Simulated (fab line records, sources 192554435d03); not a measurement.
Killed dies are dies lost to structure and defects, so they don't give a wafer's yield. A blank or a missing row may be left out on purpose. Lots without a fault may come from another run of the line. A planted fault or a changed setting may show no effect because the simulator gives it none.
A struck lot beside a sound one | flow n5_finfet | 34 steps out of a route of 1938
Sound: wafers L552.1, L552.2, L552.4. Struck: wafers L558.1, L558.5, L558.6. The cause comes at the end.
At each step with rows: each side's tool, then ch and its chambers, then its first start. Under that, the readings that differ: sound wafers | struck wafers | difference of the means | sigmas: that difference in standard deviations of wafers without a fault.
alike: readings whose means differ by less than 2 such deviations, and words and numbers that are the same on both sides. not compared: withheld readings, readings that some wafer has no value for, bounds like >300 that may hide the same value, and numbers for which the record gives no deviation and whose values overlap.
The two part at a step that has a row with sigmas, a row that says differs or no value, or rows on one side only. Numbers that don't overlap but have no deviation are shown without sigmas and don't part them. A reading that every wafer of one side lacks parts them only if that side has two wafers or more.

first, 7 steps without rows for these wafers: N5_BEOL_M4_PRE_CLEAN_60 (time 15 s); N5_BEOL_M4_CO_CAP_55 (material Co, precursor CCTBA/H2, target thk 2 nm, time 102.1 s); N5_BEOL_M4_PRE_CLEAN_56 (time 15 s); N5_BEOL_M4_DEP_57 (deposits SiCN from 3MS/NH3, target thk 8 nm, time 14 s); N5_BEOL_M5_ILD_DEP_00 (deposits SiCOH lowk from DEMS/porogen, target thk 140.64 nm, time 25.9 s); N5_BEOL_M5_CURE_79 (cures SiCOH lowk, time 240 s); N5_BEOL_M5_PECVD_70 (deposits SiO2 from TEOS/O2, target thk 16 nm, time 18 s).
N5_BEOL_M5_HM_DEP_02: deposits TiN, target thk 20 nm.
  sound on pvd_sputter-02, day 11 02:19; struck on pvd_sputter-02, day 12 18:49
  alike: throttle_valve_pct
then, 25 steps without rows for these wafers: N5_BEOL_M5_COAT_59 (time 60 s, resist thk 60 nm); N5_BEOL_M5_COAT_60 (time 60 s, resist thk 12 nm); N5_BEOL_M5_COAT_71 (time 60 s, resist thk 5 nm); N5_BEOL_M5_COAT_05 (resist thk 30 nm); N5_BEOL_M5_EBR_07; N5_BEOL_M5_SOFTBAKE_06 (time 60 s); N5_BEOL_M5_EXPOSE_08 (exposes mask M5, target cd 28 nm); N5_BEOL_M5_PEB_09 (peb time 60 s); N5_BEOL_M5_DEVELOP_10 (develop time 30 s); N5_BEOL_M5_DESCUM_16 (chemistry O2, time 7 s); N5_BEOL_M5_ETCH_72 (etches underlayer in N2/H2, target depth 6.5 nm, time 5.2 s); N5_BEOL_M5_ETCH_61 (etches SiARC in CF4, target depth 15.6 nm, time 26 s); N5_BEOL_M5_ETCH_62 (etches SOC in N2/H2, target depth 75 nm, overetch 15 nm, time 112.5 s); N5_BEOL_M5_STRIP_63 (strips in N2/H2); N5_BEOL_M5_STRIP_73 (strips in N2/H2); N5_BEOL_M5_STRIP_64 (strips in CF4); N5_BEOL_M5_HM_OPEN_17 (chemistry Cl2/BCl3, target TiN, target depth 20 nm, overetch 6 nm); N5_BEOL_M5_STRIP_19 (strips in O2); N5_BEOL_M5_COAT_65 (time 60 s, resist thk 60 nm); N5_BEOL_M5_COAT_66 (time 60 s, resist thk 12 nm); N5_BEOL_M5_COAT_74 (time 60 s, resist thk 5 nm); N5_BEOL_M5_COAT_22 (resist thk 30 nm); N5_BEOL_M5_EBR_24; N5_BEOL_M5_SOFTBAKE_23 (time 60 s); N5_BEOL_M5_EXPOSE_25 (exposes mask V4, defocus 10 nm).
-- the record jumps here: 5 days lie between the struck wafers' starts before and after (it left off in module BEOL_M5 and takes up again in module PASSIVATION, whose first step shown is number 1936 of the route) --
N5_PASSIVATION_PROBE_49:
  the record has rows for the struck wafers here (prober-02, day 17 23:10) and none for the sound ones

WHERE THEY PART
Only at N5_PASSIVATION_PROBE_49, within this record.

WHY: what the simulator had put in
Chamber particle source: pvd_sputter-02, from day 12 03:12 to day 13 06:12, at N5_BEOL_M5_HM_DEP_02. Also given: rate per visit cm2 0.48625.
